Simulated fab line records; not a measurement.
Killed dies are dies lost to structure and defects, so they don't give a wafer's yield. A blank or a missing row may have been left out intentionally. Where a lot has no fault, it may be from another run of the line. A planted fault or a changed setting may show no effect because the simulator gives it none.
Split-lot study | flow n5_finfet | on a route of 1938 steps: 7 lots, 21 wafers read

## ON THE SPLIT
At N5_BEOL_M7_COAT_60 (time 60 s, resist thk 35 nm), the setting spin_rpm was moved away from the recipe's 1500 rpm on 4 of the 21 wafers read, by +3.7% to +9.4%. The other wafers ran this setting at the recipe's value.

## FROM THE SPLIT TO THE READING: what the file shows between them, 4 steps
- N5_BEOL_M7_COAT_05: resist thk 90 nm
- N5_BEOL_M7_EBR_07
- N5_BEOL_M7_DESCUM_16: chemistry O2, time 7.9 s
- N5_BEOL_M7_ETCH_61: etches SiARC in CF4, target depth 45.5 nm, time 75.8 s

## THE READING
SiARC_of_BEOL_M7_COAT_60.thk_nm (the simulator's own value, which no gauge read), in nm, at N5_BEOL_M7_ETCH_62 (etches SOC in N2/H2, target depth 110 nm, overetch 22 nm, time 165 s). No usual value for it is given in the file. Average 28.4 nm, standard deviation 0.23 nm, over the 17 wafers here run with the recipe.

wafer  | tool, chamber at the split | spin_rpm as run, rpm | against the recipe | SiARC_of_BEOL_M7_COAT_60.thk_nm, nm | against lot-mates on the recipe
L077.1 | litho_track-02, 0          | 1500                 | recipe             | 28.6                                | -
L077.5 | litho_track-02, 0          | 1500                 | recipe             | 28.4                                | -
L077.6 | litho_track-02, 0          | 1500                 | recipe             | 28.2                                | -
L079.1 | litho_track-03, 0          | 1500                 | recipe             | 28                                  | -
L079.3 | litho_track-03, 0          | 1500                 | recipe             | 28.2                                | -
L079.4 | litho_track-03, 0          | 1500                 | recipe             | 28.4                                | -
L082.1 | litho_track-04, 0          | 1555                 | +3.7%              | 27.4                                | -0.8
L082.3 | litho_track-04, 0          | 1555                 | +3.7%              | 27.4                                | -0.8
L082.6 | litho_track-04, 0          | 1500                 | recipe             | 28.2                                | -
L083.1 | litho_track-02, 0          | 1641                 | +9.4%              | 26.8                                | -1.6
L083.4 | litho_track-02, 0          | 1500                 | recipe             | 28.6                                | -
L083.5 | litho_track-02, 0          | 1500                 | recipe             | 28.2                                | -
L086.1 | litho_track-04, 0          | 1500                 | recipe             | 28                                  | -
L086.2 | litho_track-04, 0          | 1500                 | recipe             | 28                                  | -
L086.3 | litho_track-04, 0          | 1500                 | recipe             | 28.4                                | -
L091.1 | litho_track-03, 0          | 1616                 | +7.7%              | 27                                  | -1.5
L091.2 | litho_track-03, 0          | 1500                 | recipe             | 28.4                                | -
L091.5 | litho_track-03, 0          | 1500                 | recipe             | 28.6                                | -
L095.3 | litho_track-04, 0          | 1500                 | recipe             | 28.8                                | -
L095.4 | litho_track-04, 0          | 1500                 | recipe             | 28.4                                | -
L095.5 | litho_track-04, 0          | 1500                 | recipe             | 28.6                                | -

FIT RESULTS
A straight line over all 21 wafers: SiARC_of_BEOL_M7_COAT_60.thk_nm changes by -0.18 nm for each +1% of spin_rpm; r = -0.90; the points scatter about the line by 0.24 nm.
The same after taking each lot's own level away (the mean of its wafers on the recipe; 21 wafers): -0.184 nm for each +1%; r = -0.95; scatter 0.16 nm.
The reading moves by 1.7 nm for the largest change in spin_rpm, on that fit.
Across the lots, their own levels run from 28.13 to 28.60 nm, a range of 2.0 times the standard deviation given above.
Hence the lot-to-lot level has little effect on the slope; both slopes agree.
Check: for one of the wafers moved furthest among these (+9.4%), held out of the fit, the line's prediction against its lot-mates is -1.89 nm. It came out at -1.6 nm against them.

## OTHER SPLITS APPLIED TO THESE WAFERS
These wafers also went through other splits before the reading. Each is held against what the fit with the lots' levels taken away leaves over:
other split on the same wafers | wafers away from the commonest value | r with SiARC_of_BEOL_M7_COAT_60.thk_nm (lot level and that fit taken away)
N5_BEOL_M6_ETCH_66 bias_w      | 3                                    | -0.05
N5_BEOL_M7_ILD_DEP_00 time_s   | 4                                    | +0.04

## THE WHOLE CHAIN: every reading that the file lists as answering this split, in the file's order
step               | what it does                                                         | reading                                                                            | change (the file's fit)               | r (the file's)
N5_BEOL_M7_COAT_60 | time 60 s, resist thk 35 nm                                          | SiARC_of_BEOL_M7_COAT_60.thk_nm (the simulator's own value, which no gauge read)   | -0.167 nm for each +1% of the setting | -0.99
N5_BEOL_M7_ETCH_61 | etches SiARC in CF4, target depth 45.5 nm, time 75.8 s               | etch.depth_nm (the simulator's own value, which no gauge read)                     | -0.167 nm for each +1% of the setting | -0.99
N5_BEOL_M7_ETCH_61 | etches SiARC in CF4, target depth 45.5 nm, time 75.8 s               | CAR-ArF_of_BEOL_M7_COAT_05.thk_nm (the simulator's own value, which no gauge read) | +0.158 nm for each +1% of the setting | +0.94
N5_BEOL_M7_ETCH_62 | etches SOC in N2/H2, target depth 110 nm, overetch 22 nm, time 165 s | SiARC_of_BEOL_M7_COAT_60.thk_nm (the simulator's own value, which no gauge read)   | -0.183 nm for each +1% of the setting | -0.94

## FILE'S OWN FIT
SiARC_of_BEOL_M7_COAT_60.thk_nm changes by -0.183 nm for each +1% of spin_rpm, r = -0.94.
